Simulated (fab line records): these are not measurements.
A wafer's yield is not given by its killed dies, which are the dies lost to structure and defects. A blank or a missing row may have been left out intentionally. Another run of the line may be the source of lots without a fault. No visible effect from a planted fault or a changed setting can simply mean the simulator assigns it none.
Chamber matching || flow n5_finfet || uv_cure-02 running N5_BEOL_M5_CURE_80: 3 sister chambers
The step cures SiCOH lowk, time 120 s. 16 wafers are shown with their chamber, then 8 later ones without.

## WAFERS PAIRED WITH THEIR CHAMBERS
{"wafer": "L075.1", "chamber": 1, "wafer_temp_C_max": 371.5, "lamp_power_pct (%)": 52.25}
{"wafer": "L075.2", "chamber": 1, "wafer_temp_C_max": 371.3, "lamp_power_pct (%)": 52.39}
{"wafer": "L075.3", "chamber": 1, "wafer_temp_C_max": 371.1, "lamp_power_pct (%)": 52.32}
{"wafer": "L076.2", "chamber": 0, "wafer_temp_C_max": 372.3, "lamp_power_pct (%)": 52.31}
{"wafer": "L076.3", "chamber": 0, "wafer_temp_C_max": 371.4, "lamp_power_pct (%)": 52.33}
{"wafer": "L076.6", "chamber": 0, "wafer_temp_C_max": 371.5, "lamp_power_pct (%)": 52.41}
{"wafer": "L080.2", "chamber": 1, "wafer_temp_C_max": 371.6, "lamp_power_pct (%)": 52.27}
{"wafer": "L080.4", "chamber": 1, "wafer_temp_C_max": 372.3, "lamp_power_pct (%)": 52.38}
{"wafer": "L080.6", "chamber": 1, "wafer_temp_C_max": 371.7, "lamp_power_pct (%)": 52.24}
{"wafer": "L081.2", "chamber": 2, "wafer_temp_C_max": 373.4, "lamp_power_pct (%)": 52.30}
{"wafer": "L081.3", "chamber": 2, "wafer_temp_C_max": 374.0, "lamp_power_pct (%)": 52.28}
{"wafer": "L081.4", "chamber": 2, "wafer_temp_C_max": 373.3, "lamp_power_pct (%)": 52.40}
{"wafer": "L091.1", "chamber": 1, "wafer_temp_C_max": 371.5, "lamp_power_pct (%)": 52.33}
{"wafer": "L091.3", "chamber": 1, "wafer_temp_C_max": 370.9, "lamp_power_pct (%)": 52.34}
{"wafer": "L091.5", "chamber": 1, "wafer_temp_C_max": 371.2, "lamp_power_pct (%)": 52.25}
{"wafer": "L094.2", "chamber": 1, "wafer_temp_C_max": 371.8, "lamp_power_pct (%)": 52.33}

SIGNATURES, as means of the wafers listed above
{"reading": "wafer_temp_C_max", "chamber 0": 371.733, "chamber 1": 371.490, "chamber 2": 373.567, "scatter within a chamber": 0.412}
{"reading": "lamp_power_pct", "chamber 0": 52.3500, "chamber 1": 52.3100, "chamber 2": 52.3267, "scatter within a chamber": 0.0559}
Rule: distance of a wafer from a chamber = root of the sum over the readings of ((wafer's reading minus chamber's mean) / reading's scatter) squared. The wafer belongs to the nearest chamber; if the next one is less than 2 further off, it can't be placed. The scatter: the root of (the sum of the squares of (reading less its chamber's mean) over the shown wafers, divided by (wafers less chambers)).

## WAFERS WHOSE CHAMBER IS MISSING
{"wafer": "L094.4", "wafer_temp_C_max": 371.9, "lamp_power_pct (%)": 52.29}
{"wafer": "L094.6", "wafer_temp_C_max": 371.7, "lamp_power_pct (%)": 52.31}
{"wafer": "L097.1", "wafer_temp_C_max": 371.1, "lamp_power_pct (%)": 52.38}
{"wafer": "L097.3", "wafer_temp_C_max": 371.9, "lamp_power_pct (%)": 52.29}
{"wafer": "L097.4", "wafer_temp_C_max": 371.9, "lamp_power_pct (%)": 52.25}
{"wafer": "L097.2", "wafer_temp_C_max": 371.6, "lamp_power_pct (%)": 52.23}
{"wafer": "L097.5", "wafer_temp_C_max": 371.8, "lamp_power_pct (%)": 52.37}
{"wafer": "L097.6", "wafer_temp_C_max": 372.4, "lamp_power_pct (%)": 52.24}

## WHICH CHAMBER EACH ONE RAN IN
{"wafer": "L094.4", "from the rows above": "can't be placed: 1 or 0", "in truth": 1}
{"wafer": "L094.6", "from the rows above": "can't be placed: 1 or 0", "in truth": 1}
{"wafer": "L097.1", "from the rows above": "can't be placed: 1 or 0", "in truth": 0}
{"wafer": "L097.3", "from the rows above": "can't be placed: 1 or 0", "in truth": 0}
{"wafer": "L097.4", "from the rows above": "can't be placed: 1 or 0", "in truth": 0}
{"wafer": "L097.2", "from the rows above": "can't be placed: 1 or 0", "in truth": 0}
{"wafer": "L097.5", "from the rows above": "can't be placed: 0 or 1", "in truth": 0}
{"wafer": "L097.6", "from the rows above": "can't be placed: 1 or 0 or 2", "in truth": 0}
0 of 8 placed correctly. Unplaceable from these rows: 8, with the true chamber sitting among the candidates in 8. 0 placed wrongly.
